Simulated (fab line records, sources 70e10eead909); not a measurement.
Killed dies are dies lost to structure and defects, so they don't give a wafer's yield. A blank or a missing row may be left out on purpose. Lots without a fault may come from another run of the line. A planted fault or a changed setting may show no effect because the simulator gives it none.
Chamber matching | flow nand_harc | NHARC_A_CONTACT_ALD_18 on ald_metal-04: 4 sister chambers
The step deposits TiN, target thk 3 nm, pulse time 1 s, ald cycles 150. 14 wafers are shown with their chamber, then 7 later ones without.

WAFERS WITH THEIR CHAMBER
wafer  | chamber | heater_power_w (W) | precursor_pulse_height_rel
L077.2 | 3       | 1171               | 0.993
L077.3 | 2       | 1148               | 1.014
L077.6 | 1       | 1240               | 1.012
L081.3 | 1       | 1209               | 1.006
L081.4 | 1       | 1220               | 1.022
L081.6 | 0       | 1011               | 1.024
L083.2 | 3       | 1174               | 0.981
L083.4 | 1       | 1191               | 1.025
L083.6 | 1       | 1242               | 0.997
L085.1 | 1       | 1194               | 1.037
L085.2 | 2       | 1145               | 1.001
L085.3 | 0       | 1015               | 0.980
L084.2 | 3       | 1187               | 0.977
L084.3 | 2       | 1170               | 0.990

SIGNATURES (means of the wafers above)
reading                    | chamber 0 | chamber 1 | chamber 2 | chamber 3 | scatter within a chamber
heater_power_w             | 1013.00   | 1216.00   | 1154.33   | 1177.33   | 17.2
precursor_pulse_height_rel | 1.00200   | 1.01650   | 1.00167   | 0.98367   | 0.0156
Rule: a wafer's distance from a chamber is the root of the sum, over the readings, of the square of ((its reading less the chamber's mean) divided by the reading's scatter). The wafer belongs to the nearest chamber; if the next one is less than 2 further off, it can't be placed. The scatter: the root of (the sum of the squares of (reading less its chamber's mean) over the shown wafers, divided by (wafers less chambers)).

WAFERS WITHOUT THEIR CHAMBER
wafer  | heater_power_w (W) | precursor_pulse_height_rel
L084.5 | 1214               | 1.010
L090.1 | 1060               | 0.985
L090.3 | 1121               | 1.023
L090.5 | 1129               | 0.981
L094.1 | 1151               | 1.020
L094.2 | 1141               | 1.017
L094.4 | 1154               | 1.000

WHICH CHAMBER EACH WENT THROUGH
wafer  | from the rows above     | in truth
L084.5 | 1                       | 1
L090.1 | 0                       | 0
L090.3 | can't be placed: 2 or 3 | 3
L090.5 | can't be placed: 2 or 3 | 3
L094.1 | can't be placed: 2 or 3 | 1
L094.2 | can't be placed: 2 or 3 | 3
L094.4 | can't be placed: 2 or 3 | 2
Placed correctly: 2 of 7. Can't be placed from these rows: 5 (the true chamber is among the candidates in 4). Placed wrongly: 0.
